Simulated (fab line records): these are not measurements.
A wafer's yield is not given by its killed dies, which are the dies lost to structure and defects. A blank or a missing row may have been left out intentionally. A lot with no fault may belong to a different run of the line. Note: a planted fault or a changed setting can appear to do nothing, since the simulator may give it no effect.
A lot that was struck, set against a sound lot / flow nand harc / 17 steps out of a route of 1159
Sound: the wafers L242.2, L242.3, L242.5. Struck: wafer L243.4 (L243.3, L243.6, from the same lot, were not struck and are left out); the cause is given at the end.
For every step that has rows: the tool of each side, followed by ch and its chambers, followed by its first start. Under that, the readings that differ: sound wafers / struck wafers / difference of the means / sigmas: that difference in standard deviations of wafers without a fault.
alike: readings with means less than 2 such deviations apart, plus words and numbers identical on both sides. not compared: withheld readings, readings lacking a value on some wafer, bounds such as >300 that could conceal the same value, and numbers that have no deviation in the record and whose values overlap.
The two part at a step that has a row with sigmas, a row that says differs or no value, or rows on one side only. When numbers do not overlap yet have no deviation, they are printed without sigmas and do not part them. Lack of a reading on every wafer of one side parts them only where that side has two or more wafers.

first, 1 step without rows for these wafers: NHARC_A_SLIT_DESCUM_14 (chemistry O2, time 3 s).
NHARC_A_SLIT_ETCH_24: etches the open film in CF4/CHF3, target depth 121 nm, time 60.5 s.
  sound on rie diel-04 ch 2,3, day 15 08:19; struck on rie diel-04 ch 0, day 16 11:43
  alike: drypump motor current A, oes product au, rf vpp V, showerhead plenum p Torr, throttle valve pct
  not compared: rf hours counter h
NHARC_A_SLIT_ETCH_15: etches the open film in O2/COS, target depth 3200 nm, time 832 s.
  sound: rie diel-04 ch 0,3; struck: rie diel-04 ch 0
  alike: drypump motor current A, oes product au, rf vpp V, showerhead plenum p Torr, throttle valve pct
  not compared: rf hours counter h
NHARC_A_SLIT_ETCH_17: etches the open film in C4F8/O2/Ar, time 1687.5 s, target depth 10100 nm.
  sound on har etch-02 ch 0,1, day 15 09:22; struck on har etch-02 ch 0, day 16 13:42
  alike: drypump motor current A, showerhead plenum p Torr, throttle valve pct
  not compared: rf hours counter h
then, 2 steps without rows for these wafers: NHARC_A_SLIT_ETCH_26 (etches the open film in C4F8/O2/Ar, time 90 s, target depth 400 nm); NHARC_A_SLIT_STRIP_28 (strips in O2/COS).
NHARC_A_SLIT_ETCH_29: etches the open film in CF4/O2, target depth 100 nm, overetch 10 nm, time 55 s.
  sound on rie diel-02 ch 0,2, day 15 11:14; struck on rie diel-07 ch 0, day 16 15:18
reading=drypump motor current A (A); sound=5.7 6.3 6.3; struck=5.1; difference=-1.0; sigmas=-2
  alike: oes_ar_750_au, oes product au, rf vpp V, showerhead plenum p Torr, throttle valve pct
  not compared: rf hours counter h
then, 3 steps without rows for these wafers: NHARC_A_SLIT_STRIP_18 (strips in O2); NHARC_A_SLIT_PRECLEAN_19 (cleans in SC1); NHARC_A_SLIT_SRD_20.
NHARC_A_SLIT_CD_MEAS_21:
  sound on cd sem-02 at day 15 11:47; struck on cd sem-01 at day 16 15:50
reading=cd nm (nm); sound=287.9 288.7 288.7; struck=290.4; difference=+2.0; sigmas=+2
then, 1 step without rows for these wafers: NHARC_A_SIN_REMOVE_WET_00 (chemistry H3PO4, time 15300 s).
NHARC_A_SIN_REMOVE_PRECLEAN_01: cleans in SC1.
  sound on wet bench-01 ch 0,2,5, day 15 19:13; struck on wet bench-01 ch 2,3,5, day 16 23:20
next, for these wafers, 1 step has no rows: NHARC_A_SIN_REMOVE_SRD_02.
NHARC_A_SIN_REMOVE_INSPECT_04:
  sound on defect inspect-02 at day 15 19:24; struck on defect inspect-01 at day 16 23:31
reading=raw defect count; sound=277 240 402; struck=1023; difference=+717; sigmas=+8
NHARC_A_WL_FILL_ALD_00: deposits Al2O3, target thk 3 nm, pulse time 3 s, ald cycles 30.
  sound on ald hk-03 ch 0,3, day 15 19:28; struck on ald hk-03 ch 1, day 17 00:14
  alike: heater power w, precursor pulse height rel
-- jump in the record: it breaks off in module A_WL_FILL and resumes in module END (first step shown: number 1159 of the route), and 5 days separate the struck wafers' starts before and after --
NHARC_END_SORT_01:
  here the record holds rows for the struck wafers (prober-02 ch 0, day 22 09:30) but none for the sound ones

WHERE THEY PART
At NHARC_A_SLIT_ETCH_29 first; at NHARC_END_SORT_01 last (within this record only).

WHY: whatever the simulator had introduced
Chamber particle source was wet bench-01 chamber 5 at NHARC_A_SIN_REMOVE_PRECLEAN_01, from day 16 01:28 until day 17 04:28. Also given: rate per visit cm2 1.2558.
